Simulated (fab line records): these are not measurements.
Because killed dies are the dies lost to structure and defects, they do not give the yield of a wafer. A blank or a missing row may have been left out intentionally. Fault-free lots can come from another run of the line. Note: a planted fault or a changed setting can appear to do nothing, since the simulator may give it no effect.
One fault seen from 3 desks ; flow n5Finfet ; each desk has only its own numbers; what lay behind them comes last

THE TOOL OWNER'S DESK: aldMetal-02
The tool's own readings at N5_HKMG_FIN_ALD_36 (deposits TiN, target thk 1 nm, pulse time 1 s, purge time 3 s): means of the sampled wafers that have a number, for each lot that ran on this tool. The brackets show how far a lot's mean lies from the usual mean; more than 4 standard deviations puts the lot out of limits, marked OUT.
Columns: A = heaterPowerW at N5_HKMG_FIN_ALD_36, usual 895 W; B = precursorPulseHeightRel at N5_HKMG_FIN_ALD_36, usual 0.998
lot;first seen here;A;B
L161;day 4 06:19;840;0.975
L166;day 5 11:06;878;0.990
L169;day 6 01:11;821;1.003
L177;day 8 02:25;864;0.983
This desk's finding: nothing out of limits on any of the 4 lots.

THE DEFECT DESK
Counts from the inspections along the route, per lot, as means over the sampled wafers that have a number. The brackets show how far a lot's mean lies from the usual mean; more than 4 standard deviations puts the lot out of limits, marked OUT.
Columns: A = rawDefectCount at N5_HKMG_FIN_INSPECT_14, usual 2.0
lot;first seen here;A
L161;day 4 07:31;1.3
L162;day 4 07:41;2.3
L163;day 4 15:45;1.0
L164;day 5 01:55;4.0
L165;day 5 07:58;1.7
L166;day 5 12:19;3.0
L167;day 5 18:14;1.3
L168;day 5 21:22;2.0
L169;day 6 02:16;2.7
L170;day 6 08:46;2.0
L177;day 8 03:38;3.5
L181;day 9 09:22;1.7
L184;day 9 21:58;2.3
This desk's finding: nothing out of limits on any of the 13 lots.

METROLOGY DESK
Lot by lot, what the gauges showed, no matter which tool ran the lot: averages of those sampled wafers that carry a number. The brackets show how far a lot's mean lies from the usual mean; more than 4 standard deviations puts the lot out of limits, marked OUT.
Columns: A = HK_THK at N5_HKMG_FIN_THK_MEAS_70, usual 1.613 nm
lot;first seen here;A
L161;day 4 06:36;1.603
L162;day 4 06:41;1.599
L163;day 4 14:49;1.611
L164;day 5 00:59;1.615
L165;day 5 07:02;1.610
L166;day 5 11:23;1.630
L167;day 5 17:19;1.619
L168;day 5 20:19;1.637
L169;day 6 01:28;1.598
L170;day 6 07:58;1.616
L177;day 8 02:42;1.607
L181;day 9 08:34;1.583
L184;day 9 21:10;1.620
This desk's finding: nothing out of limits on any of the 13 lots.

PUT TOGETHER
The desk of the tool owner found nothing out of limits.
No out-of-limits result turned up at the defect desk.
Nothing out of limits was seen by the metrology desk.

WHAT THE SIMULATOR HAD INSERTED
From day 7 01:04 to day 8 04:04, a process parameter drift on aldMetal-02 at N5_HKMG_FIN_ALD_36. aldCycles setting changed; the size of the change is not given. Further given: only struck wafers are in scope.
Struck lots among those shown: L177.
